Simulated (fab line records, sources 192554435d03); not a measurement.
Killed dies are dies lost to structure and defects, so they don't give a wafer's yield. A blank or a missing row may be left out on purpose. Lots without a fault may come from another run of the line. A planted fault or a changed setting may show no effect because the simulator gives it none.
A struck lot beside a sound one | flow n5_finfet | 15 steps out of a route of 1938
Sound: wafers L675.1, L675.3, L675.6. Struck: wafers L685.2, L685.3. The cause comes at the end.
At each step with rows: each side's tool, then ch and its chambers, then its first start. Under that, the readings that differ: sound wafers | struck wafers | difference of the means | sigmas: that difference in standard deviations of wafers without a fault.
alike: readings whose means differ by less than 2 such deviations, and words and numbers that are the same on both sides. not compared: withheld readings, readings that some wafer has no value for, bounds like >300 that may hide the same value, and numbers for which the record gives no deviation and whose values overlap.
The two part at a step that has a row with sigmas, a row that says differs or no value, or rows on one side only. Numbers that don't overlap but have no deviation are shown without sigmas and don't part them. A reading that every wafer of one side lacks parts them only if that side has two wafers or more.

first, 1 step without rows for these wafers: N5_BEOL_M9_CMP_52 (polishes, stops on SiCOH lowk, t overpolish 7 s, target thk 140 nm).
N5_BEOL_M9_THK_MEAS_53: measures by xrf.
  sound on film_metro-01, day 11 11:11; struck on film_metro-02, day 14 05:04
  alike: M9_THK
then, 1 step without rows for these wafers: N5_BEOL_M9_PRE_CLEAN_55 (time 15 s).
N5_BEOL_M9_DEP_56: deposits SiCN from 3MS/NH3, target thk 15 nm, time 26.5 s.
  sound on pecvd-04 ch 1,2, day 11 11:15; struck on pecvd-04 ch 1,2, day 14 05:07
  alike: chamber_pressure_Torr, showerhead_plenum_p_Torr, throttle_valve_pct
N5_BEOL_M9_RS_MEAS_57: measures by four-point-probe.
  sound on film_metro-02, day 11 11:19; struck on film_metro-01, day 14 05:12
  alike: M9_RS
N5_BEOL_M9_INSPECT_58: inspects for defects (darkfield).
  sound on defect_inspect-02, day 11 11:20; struck on defect_inspect-01, day 14 05:14
  alike: raw_defect_count
N5_BEOL_M10_ILD_DEP_00: deposits SiCOH lowk from DEMS/porogen, target thk 308.51 nm, time 58 s.
  sound on pecvd-03 ch 0,1,2, day 11 11:23; struck on pecvd-01 ch 0,1, day 14 05:16
  alike: chamber_pressure_Torr, heater_power_w, showerhead_plenum_p_Torr, throttle_valve_pct
N5_BEOL_M10_CURE_71: cures SiCOH lowk, time 240 s.
  sound on uv_cure-03 ch 2, day 11 11:43; struck on uv_cure-02 ch 2, day 14 05:26
  alike: lamp_power_pct, wafer_temp_C_max
N5_BEOL_M10_THK_MEAS_01:
  sound on film_metro-02, day 11 12:14; struck on film_metro-01, day 14 05:52
  alike: M10_ILD_THK
N5_BEOL_M10_PECVD_70: deposits SiO2 from TEOS/O2, target thk 20 nm, time 22.7 s.
  sound on pecvd-04 ch 0,2, day 11 12:16; struck on pecvd-03 ch 0,2, day 14 05:53
  alike: chamber_pressure_Torr, heater_power_w, showerhead_plenum_p_Torr, throttle_valve_pct
N5_BEOL_M10_HM_DEP_02: deposits TiN, target thk 20 nm.
  sound on pvd_sputter-01, day 11 12:35; struck on pvd_sputter-02, day 14 06:26
  alike: throttle_valve_pct
then, 1 step without rows for these wafers: N5_BEOL_M10_COAT_59 (time 60 s, resist thk 100 nm).
N5_BEOL_M10_COAT_60: time 60 s, resist thk 30 nm.
  sound on litho_track-02 ch 0, day 11 12:43; struck on litho_track-04 ch 0, day 14 06:34
  reading                  | sound             | struck      | difference | sigmas
  heater_power_total_W (W) | 427.7 425.7 424.3 | 578.6 583.6 | +155.2     | +71
  run_length_s (s)         | 65.83 65.90 65.86 | 42.29 42.23 | -23.60     | -99 or more
then, 1 step without rows for these wafers: N5_BEOL_M10_COAT_05 (resist thk 90 nm).
N5_PASSIVATION_PROBE_49:
  the record has rows for the sound wafers here (prober-02, day 13 18:33) and none for the struck ones

WHERE THEY PART
First at N5_BEOL_M10_COAT_60; last, within this record, at N5_PASSIVATION_PROBE_49.

WHY: what the simulator had put in
Process parameter drift: litho_track-04, from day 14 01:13 on, at N5_BEOL_M10_COAT_60. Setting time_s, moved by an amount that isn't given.
